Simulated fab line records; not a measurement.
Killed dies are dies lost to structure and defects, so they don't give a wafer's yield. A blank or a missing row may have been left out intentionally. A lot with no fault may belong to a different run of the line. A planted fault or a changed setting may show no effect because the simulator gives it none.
The tool behind it: which one? :: flow nand harc :: 14 lots with 42 wafers sampled at 5 steps, on a route of 1159 steps

## WHAT THE GAUGES SHOWED, per wafer
NHARC_A_BONDPAD_THK_MEAS_20: measures by xrf. Usual: thk nm at 170.2 nm, with a standard deviation of 1.5.
lot: L196
measured: day 18 03:09
on: film metro-01
thk nm (nm): 170.6 167.3 172.1
flag: 

lot: L197
measured: day 18 14:05
on: film metro-02
thk nm (nm): 169.7 170.4 169.0
flag: 

lot: L198
measured: day 18 14:38
on: film metro-02
thk nm (nm): 171.9 169.3 170.0
flag: 

lot: L199
measured: day 18 06:19
on: film metro-02
thk nm (nm): 169.9 168.9 168.5
flag: 

lot: L201
measured: day 19 08:11
on: film metro-01
thk nm (nm): 168.8 169.8 171.7
flag: 

lot: L202
measured: day 19 07:32
on: film metro-01
thk nm (nm): 171.6 172.1 167.9
flag: 

lot: L203
measured: day 19 19:28
on: film metro-02
thk nm (nm): 169.6 169.4 171.5
flag: 

lot: L204
measured: day 20 04:30
on: film metro-01
thk nm (nm): 169.5 166.4 169.8
flag: 

lot: L205
measured: day 20 05:38
on: film metro-02
thk nm (nm): 167.9 170.9 173.8
flag: 

lot: L210
measured: day 22 01:51
on: film metro-02
thk nm (nm): 169.3 169.2 171.5
flag: 

lot: L215
measured: day 22 16:02
on: film metro-02
thk nm (nm): 169.4 173.2 170.8
flag: 

lot: L213
measured: day 22 22:25
on: film metro-01
thk nm (nm): 168.0 170.1 172.3
flag: 

lot: L216
measured: day 23 02:10
on: film metro-02
thk nm (nm): 170.3 169.9 170.0
flag: 

lot: L218
measured: day 23 17:25
on: film metro-01
thk nm (nm): 170.8 171.2 172.0
flag: 

NHARC_END_SORT_01. Usual: killed at array 26, standard deviation 10; killed at other 0.5, standard deviation 0.87; killed at periphery 3.0, standard deviation 2.5; killed dies 29, standard deviation 11; killed open 3.3, standard deviation 1.9; killed short 1.8, standard deviation 1.5.
lot: L210
measured: day 23 07:49
on: prober-02
killed at array: 40 26 212
killed at other: 1 0 0
killed at periphery: 2 3 6
killed dies: 43 29 218
killed open: 5 4 5
killed short: 2 2 4
flag: OFF

lot: L215
measured: day 23 22:06
on: prober-02
killed at array: 31 26 242
killed at other: 1 0 5
killed at periphery: 3 2 4
killed dies: 35 28 251
killed open: 4 2 5
killed short: 4 0 2
flag: OFF

lot: L213
measured: day 24 05:56
on: prober-01
killed at array: 284 32 266
killed at other: 1 0 1
killed at periphery: 4 4 2
killed dies: 289 36 269
killed open: 2 4 6
killed short: 5 2 0
flag: OFF

## TOOL THAT RAN EACH LOT (tool first, then ch and the chambers of the sampled wafers, then the start)
lot: L196
NHARC_A_SGD_CUT_DEP_00: pecvd-01 ch 0,1,2, day 14 00:02
NHARC_THIN_TSV_PRE_CLEAN_54: pvd sputter-03, day 18 21:11
NHARC_THIN_TSV_STRIP_56: plasma asher-02 ch 0,1, day 18 22:53

lot: L197
NHARC_A_SGD_CUT_DEP_00: pecvd-03 ch 0,1,2, day 14 00:59
NHARC_THIN_TSV_PRE_CLEAN_54: pvd sputter-03, day 19 11:00
NHARC_THIN_TSV_STRIP_56: plasma asher-02 ch 0,1, day 19 12:43

lot: L198
NHARC_A_SGD_CUT_DEP_00: pecvd-03 ch 0,1,2, day 14 01:09
NHARC_THIN_TSV_PRE_CLEAN_54: pvd sputter-01, day 19 09:47
NHARC_THIN_TSV_STRIP_56: plasma asher-01 ch 0,1, day 19 11:52

lot: L199
NHARC_A_SGD_CUT_DEP_00: pecvd-03 ch 0,1,2, day 14 03:16
NHARC_THIN_TSV_PRE_CLEAN_54: pvd sputter-03, day 18 22:28
NHARC_THIN_TSV_STRIP_56: plasma asher-01 ch 0,1, day 19 00:03

lot: L201
NHARC_A_SGD_CUT_DEP_00: pecvd-03 ch 0,1,2, day 14 20:38
NHARC_THIN_TSV_PRE_CLEAN_54: pvd sputter-01, day 20 02:38
NHARC_THIN_TSV_STRIP_56: plasma asher-02 ch 0,1, day 20 04:20

lot: L202
NHARC_A_SGD_CUT_DEP_00: pecvd-03 ch 0,1, day 14 21:47
NHARC_THIN_TSV_PRE_CLEAN_54: pvd sputter-02, day 20 01:55
NHARC_THIN_TSV_STRIP_56: plasma asher-02 ch 0,1, day 20 03:58

lot: L203
NHARC_A_SGD_CUT_DEP_00: pecvd-01 ch 0,2, day 15 02:55
NHARC_THIN_TSV_PRE_CLEAN_54: pvd sputter-01, day 20 15:58
NHARC_THIN_TSV_STRIP_56: plasma asher-02 ch 0,1, day 20 17:49

lot: L204
NHARC_A_SGD_CUT_DEP_00: pecvd-02 ch 1,2, day 15 21:07
NHARC_THIN_TSV_PRE_CLEAN_54: pvd sputter-01, day 21 01:23
NHARC_THIN_TSV_STRIP_56: plasma asher-01 ch 0,1, day 21 03:04

lot: L205
NHARC_A_SGD_CUT_DEP_00: pecvd-02 ch 1,2, day 15 21:40
NHARC_THIN_TSV_PRE_CLEAN_54: pvd sputter-03, day 21 02:40
NHARC_THIN_TSV_STRIP_56: plasma asher-02 ch 0,1, day 21 04:25

lot: L210
NHARC_A_SGD_CUT_DEP_00: pecvd-01 ch 0,2, day 17 21:17
NHARC_THIN_TSV_PRE_CLEAN_54: pvd sputter-02, day 22 21:56
NHARC_THIN_TSV_STRIP_56: plasma asher-01 ch 0,1, day 22 23:37

lot: L215
NHARC_A_SGD_CUT_DEP_00: pecvd-01 ch 0,1,2, day 18 03:38
NHARC_THIN_TSV_PRE_CLEAN_54: pvd sputter-01, day 23 11:38
NHARC_THIN_TSV_STRIP_56: plasma asher-01 ch 0,1, day 23 13:22

lot: L213
NHARC_A_SGD_CUT_DEP_00: pecvd-01 ch 0,2, day 18 07:47
NHARC_THIN_TSV_PRE_CLEAN_54: pvd sputter-01, day 23 18:33
NHARC_THIN_TSV_STRIP_56: plasma asher-01 ch 0,1, day 23 20:21

lot: L216
NHARC_A_SGD_CUT_DEP_00: pecvd-03 ch 0,1,2, day 18 23:24
NHARC_THIN_TSV_PRE_CLEAN_54: pvd sputter-03, day 23 20:11
NHARC_THIN_TSV_STRIP_56: plasma asher-01 ch 0,1, day 23 22:00

lot: L218
NHARC_A_SGD_CUT_DEP_00: pecvd-02 ch 0,1,2, day 19 12:14
NHARC_THIN_TSV_PRE_CLEAN_54: pvd sputter-03, day 24 12:20
NHARC_THIN_TSV_STRIP_56: plasma asher-02 ch 0,1, day 24 14:05
- NHARC_A_SGD_CUT_DEP_00: deposits SiNx, target thk 50 nm.
- NHARC_THIN_TSV_PRE_CLEAN_54: time 30 s.
- NHARC_THIN_TSV_STRIP_56: strips in O2.

## AS READ BY THE TOOLS THEMSELVES (means over the sampled wafers that have a number; for cases with no such wafer, the mark the record gives instead)
NHARC_A_SGD_CUT_DEP_00. Usual: heater power w at 724 W, with a standard deviation of 81.
lot: L196
tool: pecvd-01
heater power w (W): 717
flag: 

lot: L197
tool: pecvd-03
heater power w (W): 776
flag: 

lot: L198
tool: pecvd-03
heater power w (W): 716
flag: 

lot: L199
tool: pecvd-03
heater power w (W): 750
flag: 

lot: L201
tool: pecvd-03
heater power w (W): 752
flag: 

lot: L202
tool: pecvd-03
heater power w (W): 701
flag: 

lot: L203
tool: pecvd-01
heater power w (W): 781
flag: 

lot: L204
tool: pecvd-02
heater power w (W): 670
flag: 

lot: L205
tool: pecvd-02
heater power w (W): 689
flag: 

lot: L210
tool: pecvd-01
heater power w (W): 791
flag: 

lot: L215
tool: pecvd-01
heater power w (W): 738
flag: 

lot: L213
tool: pecvd-01
heater power w (W): 773
flag: 

lot: L216
tool: pecvd-03
heater power w (W): 706
flag: 

lot: L218
tool: pecvd-02
heater power w (W): 650
flag: 

NHARC_THIN_TSV_PRE_CLEAN_54. Usual: heater power w at 416 W, with a standard deviation of 40.
lot: L196
tool: pvd sputter-03
heater power w (W): 450
flag: 

lot: L197
tool: pvd sputter-03
heater power w (W): 416
flag: 

lot: L198
tool: pvd sputter-01
heater power w (W): 396
flag: 

lot: L199
tool: pvd sputter-03
heater power w (W): 433
flag: 

lot: L201
tool: pvd sputter-01
heater power w (W): 386
flag: 

lot: L202
tool: pvd sputter-02
heater power w (W): 438
flag: 

lot: L203
tool: pvd sputter-01
heater power w (W): 398
flag: 

lot: L204
tool: pvd sputter-01
heater power w (W): 389
flag: 

lot: L205
tool: pvd sputter-03
heater power w (W): 447
flag: 

lot: L210
tool: pvd sputter-02
heater power w (W): 402
flag: 

lot: L215
tool: pvd sputter-01
heater power w (W): 407
flag: 

lot: L213
tool: pvd sputter-01
heater power w (W): 400
flag: 

lot: L216
tool: pvd sputter-03
heater power w (W): 422
flag: 

lot: L218
tool: pvd sputter-03
heater power w (W): 425
flag: 

NHARC_THIN_TSV_STRIP_56. Usual: drypump motor current A 5.82 A, standard deviation 0.28; heater power w 325 W, standard deviation 47.
lot: L196
tool: plasma asher-02
drypump motor current A (A): 5.85
heater power w (W): 334
flag: 

lot: L197
tool: plasma asher-02
drypump motor current A (A): 5.72
heater power w (W): 323
flag: 

lot: L198
tool: plasma asher-01
drypump motor current A (A): 5.97
heater power w (W): 306
flag: 

lot: L199
tool: plasma asher-01
drypump motor current A (A): 5.74
heater power w (W): 344
flag: 

lot: L201
tool: plasma asher-02
drypump motor current A (A): 5.72
heater power w (W): 327
flag: 

lot: L202
tool: plasma asher-02
drypump motor current A (A): 5.73
heater power w (W): 327
flag: 

lot: L203
tool: plasma asher-02
drypump motor current A (A): 5.70
heater power w (W): 326
flag: 

lot: L204
tool: plasma asher-01
drypump motor current A (A): 5.95
heater power w (W): 301
flag: 

lot: L205
tool: plasma asher-02
drypump motor current A (A): 5.83
heater power w (W): 335
flag: 

lot: L210
tool: plasma asher-01
drypump motor current A (A): 5.73
heater power w (W): 344
flag: 

lot: L215
tool: plasma asher-01
drypump motor current A (A): 5.73
heater power w (W): 336
flag: 

lot: L213
tool: plasma asher-01
drypump motor current A (A): 5.96
heater power w (W): 299
flag: 

lot: L216
tool: plasma asher-01
drypump motor current A (A): 5.76
heater power w (W): 340
flag: 

lot: L218
tool: plasma asher-02
drypump motor current A (A): 5.83
heater power w (W): 348
flag: 

## THE ANSWER, worked out from the rows above alone
Rule: lot off if the mean of its wafers having a number is beyond 3 standard deviations from the usual mean. A lot without any number at a reading at which 4 lots or more have one is off too. The other lots that the step has rows for count as sound. The gauges are gone through in route order, then the tools' own readings, and for those a lot's mean is taken as printed above. At the first step where some lot is off, the reading lying furthest off is the one used; lots without a number count as furthest.
Off: L210, L215, L213 (NHARC_END_SORT_01, killed at array). Neither off nor sound, because the step has no rows for them: L196, L197, L198, L199, L201, L202, L203, L204, L205, L216, L218.
If a tool, at a process step before that reading, ran all the lots that are off and no sound lot after the first of them, it fits. Those tools and the gauges at NHARC_END_SORT_01 are tried in the same way. 2 tools fit, pecvd-01 at NHARC_A_SGD_CUT_DEP_00 and plasma asher-01 at NHARC_THIN_TSV_STRIP_56, so this cannot tell which one it is.

## WHAT THE SIMULATOR HAD PUT IN
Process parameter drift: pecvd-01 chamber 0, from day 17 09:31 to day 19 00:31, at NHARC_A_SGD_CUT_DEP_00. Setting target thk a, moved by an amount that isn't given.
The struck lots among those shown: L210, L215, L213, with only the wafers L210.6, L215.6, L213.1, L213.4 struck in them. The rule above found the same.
